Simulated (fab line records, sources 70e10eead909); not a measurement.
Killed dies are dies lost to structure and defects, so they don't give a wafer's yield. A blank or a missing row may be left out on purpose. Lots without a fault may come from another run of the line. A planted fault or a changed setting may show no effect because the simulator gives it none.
A struck lot beside a sound one | flow nand_harc | 16 steps out of a route of 1302
Sound: wafers L394.2, L394.5, L394.6. Struck: wafers L396.1, L396.4, L396.5. The cause comes at the end.
At each step with rows: each side's tool, then ch and its chambers, then its first start. Under that, the readings that differ: sound wafers | struck wafers | difference of the means | sigmas: that difference in standard deviations of wafers without a fault.
alike: readings whose means differ by less than 2 such deviations, and words and numbers that are the same on both sides. not compared: withheld readings, readings that some wafer has no value for, bounds like >300 that may hide the same value, and numbers for which the record gives no deviation and whose values overlap.
The two part at a step that has a row with sigmas, a row that says differs or no value, or rows on one side only. Numbers that don't overlap but have no deviation are shown without sigmas and don't part them. A reading that every wafer of one side lacks parts them only if that side has two wafers or more.

NHARC_P_M2_ETCH_35: etches the open film in N2/H2, target depth 40 nm, overetch 12 nm, time 43.94 s.
  sound on rie_diel-03 ch 1,2,3, day 7 13:17; struck on rie_diel-10 ch 0,1,3, day 8 11:50
  alike: chamber_pressure_mTorr, drypump_motor_current_A, mfc_ar_sccm, oes_product_au, rf_vpp_V, showerhead_plenum_p_Torr, throttle_valve_pct
  not compared: rf_hours_counter_h
then, 1 step without rows for these wafers: NHARC_P_M2_ETCH_15 (etches the open film in C4F8/Ar, target depth 182.5 nm, time 91.2 s).
NHARC_P_M2_CD_MEAS_16:
  sound on cd_sem-01, day 7 13:29; struck on cd_sem-03, day 8 12:04
  alike: cd_nm
then, 1 step without rows for these wafers: NHARC_P_M2_STRIP_18 (strips in N2/H2).
NHARC_P_M2_ETCH_28: etches the open film in CF4/N2, target depth 30 nm, time 72.99 s.
  sound on rie_diel-03 ch 0,3; struck on rie_diel-03 ch 0,3
  alike: chamber_pressure_mTorr, drypump_motor_current_A, mfc_ar_sccm, oes_product_au, rf_vpp_V, showerhead_plenum_p_Torr, throttle_valve_pct
  not compared: rf_hours_counter_h
then, 1 step without rows for these wafers: NHARC_P_M2_STRIP_19 (strips in post etch residue remover, time 600 s).
NHARC_P_M2_DEGAS_29: time 60 s.
  sound on pvd_sputter-01, day 7 14:11; struck on pvd_sputter-01, day 8 12:52
  alike: heater_power_w
then, 1 step without rows for these wafers: NHARC_P_M2_PRE_CLEAN_30 (time 30 s).
NHARC_P_M2_PVD_20: deposits TaN, target thk 5 nm, time 8.06 s.
  sound on pvd_sputter-01; struck on pvd_sputter-01
  alike: throttle_valve_pct
then, 2 steps without rows for these wafers: NHARC_P_M2_PVD_21 (deposits Cu, target thk 30 nm, time 20.49 s); NHARC_P_M2_ECD_22 (material Cu, target thk 400 nm).
NHARC_P_M2_ANNEAL_31: time 90 s.
  sound on rtp_anneal-01 ch 0, day 7 14:59; struck on rtp_anneal-01 ch 0, day 8 13:36
  alike: wafer_temp_C_max
NHARC_P_M2_CMP_23: polishes, t overpolish 20 s, target thk 144.3 nm.
  sound on cmp-03 ch 1,2,3, day 7 15:21; struck on cmp-03 ch 1,2,3, day 8 13:58
  reading                | sound          | struck         | difference | sigmas
  time_to_endpoint_s (s) | 29.6 27.1 27.2 | 37.8 37.4 37.5 | +9.6       | +3
  alike: motor_current_A
then, 1 step without rows for these wafers: NHARC_P_M2_SRD_25.
NHARC_P_M2_INSPECT_27:
  sound on defect_inspect-01, day 7 15:44; struck on defect_inspect-02, day 8 14:25
  reading          | sound       | struck         | difference | sigmas
  raw_defect_count | 477 480 432 | 4630 4634 4563 | +4146      | +38
then, 1 step without rows for these wafers: NHARC_P_M2_PRE_CLEAN_32 (time 12 s).

WHERE THEY PART
First at NHARC_P_M2_CMP_23; last, within this record, at NHARC_P_M2_INSPECT_27.

WHY: what the simulator had put in
Process parameter drift: cmp-03, from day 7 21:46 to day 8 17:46, at NHARC_P_M2_CMP_23. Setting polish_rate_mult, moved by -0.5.
